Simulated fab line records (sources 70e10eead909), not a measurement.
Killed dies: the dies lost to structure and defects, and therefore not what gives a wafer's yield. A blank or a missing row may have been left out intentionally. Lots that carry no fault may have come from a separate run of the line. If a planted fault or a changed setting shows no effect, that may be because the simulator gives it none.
Chamber matching | flow nandHarc | 4 sister chambers for NHARC_A_CHANNEL_FILL_D2_ALD_16 on aldHk-01
The step deposits SiO2, target thk 1.5 nm, pulse time 10 s, ald cycles 15. 18 wafers are shown with their chamber, then 9 later ones without.

EACH WAFER AND ITS CHAMBER
wafer  | chamber | heaterPowerW (W) | precursorPulseHeightRel
L085.1 | 1       | 526              | 1.005
L085.4 | 3       | 443              | 1.014
L085.5 | 2       | 436              | 1.021
L087.1 | 3       | 431              | 1.002
L087.2 | 0       | 471              | 1.006
L087.3 | 2       | 449              | 1.000
L088.1 | 2       | 468              | 0.966
L088.3 | 0       | 488              | 0.978
L088.4 | 3       | 438              | 1.025
L092.1 | 3       | 418              | 1.030
L092.2 | 2       | 454              | 1.017
L092.4 | 0       | 458              | 1.016
L094.1 | 3       | 433              | 1.013
L094.4 | 1       | 511              | 1.011
L094.5 | 1       | 523              | 1.012
L097.2 | 3       | 425              | 0.978
L097.3 | 2       | 473              | 1.019
L097.4 | 0       | 467              | 0.992

SIGNATURES, as means of the wafers listed above
reading                 | chamber 0 | chamber 1 | chamber 2 | chamber 3 | scatter within a chamber
heaterPowerW            | 471.00    | 520.00    | 456.00    | 431.33    | 11.6
precursorPulseHeightRel | 0.99800   | 1.00933   | 1.00460   | 1.01033   | 0.0184
Rule: a wafer lies at a distance from a chamber equal to the root of the sum of squares, over the readings, of (its reading less the chamber's mean, divided by the reading's scatter). The wafer belongs to the nearest chamber; if the next one is less than 2 further off, it can't be placed. How the scatter is found: for the shown wafers, subtract from each reading the mean of its chamber, square and add these, divide the total by (wafers less chambers), then take the root.

WAFERS MISSING THEIR CHAMBER
wafer  | heaterPowerW (W) | precursorPulseHeightRel
L097.1 | 514              | 0.998
L097.5 | 462              | 1.022
L097.6 | 531              | 1.000
L096.1 | 463              | 1.002
L096.2 | 522              | 1.007
L096.3 | 456              | 1.011
L096.4 | 434              | 0.991
L096.5 | 517              | 0.995
L096.6 | 467              | 0.971

WHICH CHAMBER EACH ONE RAN IN
wafer  | from the rows above          | in truth
L097.1 | 1                            | 1
L097.5 | can't be placed: 2 or 0 or 3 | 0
L097.6 | 1                            | 1
L096.1 | can't be placed: 2 or 0      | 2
L096.2 | 1                            | 1
L096.3 | can't be placed: 2 or 0 or 3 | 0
L096.4 | can't be placed: 3 or 2      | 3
L096.5 | 1                            | 1
L096.6 | can't be placed: 0 or 2      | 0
Placed correctly: 4 of 9. Not placeable from these rows: 5 (in 5, the candidates include the true chamber). 0 placed wrongly.
